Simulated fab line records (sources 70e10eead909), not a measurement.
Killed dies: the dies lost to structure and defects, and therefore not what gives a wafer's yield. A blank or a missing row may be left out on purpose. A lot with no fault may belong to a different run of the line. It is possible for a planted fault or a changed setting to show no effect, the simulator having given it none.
Chamber matching    flow nand harc    NHARC_A_CONTACT_ETCH_110 on rie diel-04 has 4 sister chambers
The step etches the open film in CF4/O2, target depth 50 nm, overetch 5 nm, time 27.5 s. 14 wafers are shown with their chamber, then 7 later ones without.

== WAFERS, EACH WITH ITS CHAMBER ==
wafer   chamber  drypump motor current A (A)  rf vpp V (V)  throttle valve pct (%)
L074.2  1        5.3                          196.1         13.408
L074.3  2        5.2                          197.1         13.386
L074.5  1        5.3                          196.0         13.410
L075.2  2        5.3                          198.9         13.408
L075.5  1        5.3                          196.3         13.391
L075.6  0        6.4                          197.8         13.388
L081.2  3        4.9                          195.8         13.392
L081.3  0        6.4                          198.1         13.394
L081.5  3        4.9                          195.9         13.405
L082.2  3        4.9                          195.0         13.384
L082.3  1        5.3                          196.2         13.401
L082.5  3        4.9                          196.4         13.399
L089.1  1        5.3                          195.7         13.402
L089.2  0        6.4                          197.7         13.383

SIGNATURES, as means of the wafers listed above
reading                  chamber 0  chamber 1  chamber 2  chamber 3  scatter within a chamber
drypump motor current A  6.400      5.300      5.250      4.900      0.0224
rf vpp V                 197.867    196.060    198.000    195.775    0.541
throttle valve pct       13.38833   13.40240   13.39700   13.39500   0.00877
Rule: a wafer lies at a distance from a chamber equal to the root of the sum of squares, over the readings, of (its reading less the chamber's mean, divided by the reading's scatter). The wafer belongs to the nearest chamber; if the next one is less than 2 further off, it can't be placed. The scatter: the root of (the sum of the squares of (reading less its chamber's mean) over the shown wafers, divided by (wafers less chambers)).

== WAFERS WITH NO CHAMBER GIVEN ==
wafer   drypump motor current A (A)  rf vpp V (V)  throttle valve pct (%)
L089.3  4.9                          196.0         13.408
L096.2  4.9                          197.9         13.397
L096.3  6.4                          198.1         13.413
L096.6  6.4                          198.6         13.389
L097.1  5.3                          195.8         13.393
L097.2  6.4                          196.1         13.391
L097.4  4.9                          196.3         13.390

== WHICH CHAMBER EACH ONE RAN IN ==
wafer   from the rows above  in truth
L089.3  3                    3
L096.2  3                    3
L096.3  0                    0
L096.6  0                    0
L097.1  1                    1
L097.2  0                    0
L097.4  3                    3
7 of 7 placed correctly. From these rows, 0 cannot be placed. Number placed wrongly: 0.
